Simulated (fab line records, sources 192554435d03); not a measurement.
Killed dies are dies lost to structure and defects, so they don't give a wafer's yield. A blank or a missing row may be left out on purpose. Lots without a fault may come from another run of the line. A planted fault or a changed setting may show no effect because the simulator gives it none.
A struck lot beside a sound one | flow n5_finfet | 32 steps out of a route of 1938
Sound: wafers L439.1, L439.3. Struck: wafers L443.1, L443.4, L443.5. The cause comes at the end.
At each step with rows: each side's tool, then ch and its chambers, then its first start. Under that, the readings that differ: sound wafers | struck wafers | difference of the means | sigmas: that difference in standard deviations of wafers without a fault.
alike: readings whose means differ by less than 2 such deviations, and words and numbers that are the same on both sides. not compared: withheld readings, readings that some wafer has no value for, bounds like >300 that may hide the same value, and numbers for which the record gives no deviation and whose values overlap.
The two part at a step that has a row with sigmas, a row that says differs or no value, or rows on one side only. Numbers that don't overlap but have no deviation are shown without sigmas and don't part them. A reading that every wafer of one side lacks parts them only if that side has two wafers or more.

first, 3 steps without rows for these wafers: N5_GATE_CUT_SRD_32 (time 30 s); N5_GATE_CUT_SAC_CAP_01 (material SiNx, target thk 24 nm, pulse time 1 s, ald cycles 480); N5_GATE_CUT_PECVD_57 (deposits SiNx from SiH4/NH3/N2, target thk 21 nm).
N5_GATE_CUT_CMP_02: polishes, stops on SiO2, t overpolish 12.7 s, target thk 0 nm.
  sound on cmp-03 ch 0,2, day 6 17:01; struck on cmp-04 ch 1,2,3, day 7 18:15
  alike: motor_current_A, overpolish_run_s, time_to_endpoint_s
N5_GATE_CUT_HM_DEP_46: deposits SiO2 from TEOS/O2, target thk 130 nm, time 26.6 s.
  sound on pecvd-02 ch 0,2, day 6 17:19; struck on pecvd-04 ch 0,1, day 7 18:35
  reading                | sound     | struck         | difference | sigmas
  throttle_valve_pct (%) | 18.3 18.0 | 19.9 18.4 19.6 | +1.2       | +2
  alike: heater_power_w, showerhead_plenum_p_Torr
  not compared: since_wet_clean_h
then, 6 steps without rows for these wafers: N5_GATE_CUT_COAT_34 (time 60 s, resist thk 60 nm); N5_GATE_CUT_COAT_35 (time 60 s, resist thk 10 nm); N5_GATE_CUT_COAT_27 (time 60 s, resist thk 10 nm); N5_GATE_CUT_COAT_07 (resist thk 30 nm); N5_GATE_CUT_EBR_09; N5_GATE_CUT_SOFTBAKE_08 (time 60 s).
N5_GATE_CUT_EXPOSE_10: exposes mask GATE CUT, target cd 20 nm.
  sound on euv_scanner-02 ch 0, day 6 17:38; struck on euv_scanner-01 ch 0, day 7 18:55
  reading              | sound       | struck            | difference | sigmas
  exposure_dose_mJ_cm2 | 43.21 43.25 | 40.12 40.13 40.14 | -3.10      | -55
  alike: mask
then, 2 steps without rows for these wafers: N5_GATE_CUT_PEB_11 (peb time 60 s); N5_GATE_CUT_DEVELOP_12 (develop time 30 s).
N5_GATE_CUT_CD_MEAS_13: target cd 20 nm.
  sound on cd_sem-03 ch 0, day 6 17:47; struck on cd_sem-02 ch 0, day 7 19:02
  reading    | sound       | struck            | difference | sigmas
  cd_nm (nm) | 19.85 19.97 | 18.03 18.16 17.87 | -1.89      | -7
N5_GATE_CUT_OVL_MEAS_14:
  sound on overlay-02 ch 0, day 6 17:49; struck on overlay-01 ch 0, day 7 19:04
  alike: GATE_CUT_OVL
N5_GATE_CUT_INSPECT_15: inspects for defects (brightfield).
  sound on defect_inspect-02, day 6 17:52; struck on defect_inspect-01, day 7 19:08
  alike: raw_defect_count
N5_GATE_CUT_DESCUM_18: chemistry O2, time 7 s.
  sound on rie_diel-02 ch 0,1, day 6 17:54; struck on rie_diel-01 ch 0,1,3, day 7 19:10
  reading                   | sound     | struck       | difference | sigmas
  model.GATE_CUT.cd_nm (nm) | 19.8 19.8 | 18 18.2 18.4 | -2         |
  alike: drypump_motor_current_A, oes_product_au, rf_vpp_V, showerhead_plenum_p_Torr, throttle_valve_pct
  not compared: rf_hours_counter_h
then, 1 step without rows for these wafers: N5_GATE_CUT_ETCH_28 (etches underlayer in N2/H2, target depth 13 nm, time 10.4 s).
N5_GATE_CUT_ETCH_36: etches SiARC in CF4, target depth 13 nm, time 21.7 s.
  sound on rie_diel-02 ch 0,1, day 6 17:57; struck on rie_diel-01 ch 0,1,3, day 7 19:13
  alike: drypump_motor_current_A, etch_rf_on_time_s, oes_product_au, rf_vpp_V, showerhead_plenum_p_Torr, throttle_valve_pct
  not compared: rf_hours_counter_h
then, 3 steps without rows for these wafers: N5_GATE_CUT_ETCH_37 (etches SOC in N2/H2, target depth 60 nm, overetch 12 nm, time 90 s); N5_GATE_CUT_STRIP_38 (strips in N2/H2); N5_GATE_CUT_STRIP_39 (strips in N2/H2).
N5_GATE_CUT_HM_OPEN_40: chemistry C4F6/O2, target SiO2, target depth 139 nm, time 85.1 s.
  sound on rie_diel-02 ch 0,1, day 6 18:04; struck on rie_diel-01 ch 0,1,3, day 7 19:20
  alike: drypump_motor_current_A, etch_rf_on_time_s, oes_product_au, rf_vpp_V, showerhead_plenum_p_Torr, throttle_valve_pct
  not compared: rf_hours_counter_h
then, 1 step without rows for these wafers: N5_GATE_CUT_STRIP_41 (strips in CF4).
N5_GATE_CUT_STRIP_42: strips in O2.
  sound on rie_diel-02 ch 0,1, day 6 18:08; struck on rie_diel-01 ch 0,1,3, day 7 19:25
  alike: drypump_motor_current_A, oes_product_au, rf_vpp_V, showerhead_plenum_p_Torr, throttle_valve_pct
  not compared: rf_hours_counter_h
then, 4 steps without rows for these wafers: N5_GATE_CUT_ETCH_19 (etches SiNx in CH3F/O2, target depth 53.7 nm, time 76.7 s); N5_GATE_CUT_CUT_ETCH_53 (etches W in SF6/Cl2, target depth 79.2 nm); N5_GATE_CUT_CUT_ETCH_54 (etches TiN in Cl2/BCl3, target depth 96.7 nm); N5_GATE_CUT_CUT_ETCH_55 (etches HfO2 in BCl3, target depth 3.2 nm).
N5_GATE_CUT_ETCH_47: etches SiO2 in Cl2/BCl3, target depth 10 nm.
  sound on rie_metal-01 ch 0, day 6 18:26; struck on rie_metal-03 ch 0,1, day 7 19:43
  reading                   | sound   | struck         | difference | sigmas
  model.GATE_CUT.cd_nm (nm) | 19 19.2 | 17.8 18.4 18.8 | -0.8       |
  alike: drypump_motor_current_A, oes_product_au, throttle_valve_pct
  not compared: rf_hours_counter_h
then, 1 step without rows for these wafers: N5_GATE_CUT_VAPOR_ETCH_48 (etches TiN in BCl3/Cl2).

WHERE THEY PART
First at N5_GATE_CUT_HM_DEP_46; last, within this record, at N5_GATE_CUT_CD_MEAS_13. Later steps at which nothing parts them and some readings are alike: N5_GATE_CUT_OVL_MEAS_14, N5_GATE_CUT_INSPECT_15, N5_GATE_CUT_DESCUM_18, N5_GATE_CUT_ETCH_36, N5_GATE_CUT_HM_OPEN_40, N5_GATE_CUT_STRIP_42, N5_GATE_CUT_ETCH_47.

WHY: what the simulator had put in
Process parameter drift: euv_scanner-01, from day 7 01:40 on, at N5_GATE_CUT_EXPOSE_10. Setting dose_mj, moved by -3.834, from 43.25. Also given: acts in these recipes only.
